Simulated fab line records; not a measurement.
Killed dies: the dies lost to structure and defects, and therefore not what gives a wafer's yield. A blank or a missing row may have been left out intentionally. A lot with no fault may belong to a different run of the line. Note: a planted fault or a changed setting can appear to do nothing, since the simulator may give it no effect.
A struck lot beside a sound one	flow n5Finfet	36 steps out of a route of 1938
Sound: the wafers L369.1, L369.5, L369.6. Struck: wafer L392.4; the same lot's L392.2 was not struck, so it is left out; see the end for the cause.
At each step with rows: each side's tool, then ch and its chambers, then its first start. Under that, the readings that differ: sound wafers	struck wafers	difference of the means	sigmas: that difference in standard deviations of wafers without a fault.
alike: same words and numbers on both sides, and readings whose means sit less than 2 such deviations apart. not compared: any withheld reading, any reading some wafer has no value for, any bound like >300 that may hide the same value, and any number with overlapping values for which the record gives no deviation.
Wherever a step has rows on one side only, a row that says differs or no value, or a row with sigmas, the two part there. Numbers that have no deviation but don't overlap get no sigmas and don't part them. Lack of a reading on every wafer of one side parts them only where that side has two or more wafers.

first, 12 steps without rows for these wafers: N5_BEOL_M5_ALD_86 (deposits TaN, pulse time 2 s, purge time 3 s, co reactant purge time 2 s); N5_BEOL_M5_SURFACE_TREAT_87; N5_BEOL_M5_CVD_47 (deposits Co from CCTBA/H2, target thk 3 nm, time 216 s); N5_BEOL_M5_SPUTTER_48 (material Cu, target thk 15 nm, time 27.62 s); N5_BEOL_M5_ANNEAL_49 (time 1800 s); N5_BEOL_M5_SPUTTER_81 (material Cu, target thk 15 nm, time 27.62 s); N5_BEOL_M5_ANNEAL_82 (time 1800 s); N5_BEOL_M5_SPUTTER_83 (material Cu, target thk 15 nm, time 27.62 s); N5_BEOL_M5_ANNEAL_84 (time 1800 s); N5_BEOL_M5_SPUTTER_88 (material Cu, target thk 15 nm, time 27.62 s); N5_BEOL_M5_ANNEAL_89 (time 1800 s); N5_BEOL_M5_SPUTTER_90 (material Cu, target thk 4.5 nm, time 8.29 s).
N5_BEOL_M5_ECD_50: material Cu, target thk 300 nm.
  sound on ecdCu-02 ch 0,1, day 8 04:01; struck on ecdCu-02 ch 0,1, day 14 21:28
then, 22 steps without rows for these wafers: N5_BEOL_M5_ANNEAL_51 (time 90 s); N5_BEOL_M5_CMP_52 (polishes, stops on SiCOH lowk, t overpolish 6.9 s, target thk 62 nm); N5_BEOL_M5_PRE_CLEAN_77 (time 15 s); N5_BEOL_M5_CO_CAP_78 (material Co, precursor CCTBA/H2, target thk 2 nm, time 102.1 s); N5_BEOL_M5_PRE_CLEAN_55 (time 15 s); N5_BEOL_M5_DEP_56 (deposits SiCN from 3MS/NH3, target thk 8 nm, time 14 s); N5_BEOL_M6_ILD_DEP_00 (deposits SiCOH lowk from DEMS/porogen, target thk 179.75 nm, time 33.4 s); N5_BEOL_M6_CURE_74 (cures SiCOH lowk, time 240 s); N5_BEOL_M6_PECVD_70 (deposits SiO2 from TEOS/O2, target thk 20 nm, time 22.7 s); N5_BEOL_M6_HM_DEP_02 (deposits TiN, target thk 20 nm); N5_BEOL_M6_COAT_59 (time 60 s, resist thk 100 nm); N5_BEOL_M6_COAT_60 (time 60 s, resist thk 35 nm); N5_BEOL_M6_COAT_05 (resist thk 90 nm); N5_BEOL_M6_EBR_07; N5_BEOL_M6_SOFTBAKE_06 (time 60 s); N5_BEOL_M6_EXPOSE_08 (exposes mask M6); N5_BEOL_M6_PEB_09 (peb time 60 s); N5_BEOL_M6_DEVELOP_10 (develop time 30 s); N5_BEOL_M6_DESCUM_16 (chemistry O2, time 7.9 s); N5_BEOL_M6_ETCH_61 (etches SiARC in CF4, target depth 45.5 nm, time 75.8 s); N5_BEOL_M6_ETCH_62 (etches SOC in N2/H2, target depth 110 nm, overetch 22 nm, time 165 s); N5_BEOL_M6_STRIP_68 (strips in N2/H2).
-- a jump in the record: the struck wafers' starts before and after are 4 days apart (it breaks off in module BEOL_M6 and resumes in module PASSIVATION, where the first step shown is number 1936 of the route) --
N5_PASSIVATION_PROBE_49:
  the record has rows for the struck wafers here (prober-01, day 18 20:32) and none for the sound ones

WHERE THEY PART
Only at N5_PASSIVATION_PROBE_49, within this record.

WHY: what the simulator had put in
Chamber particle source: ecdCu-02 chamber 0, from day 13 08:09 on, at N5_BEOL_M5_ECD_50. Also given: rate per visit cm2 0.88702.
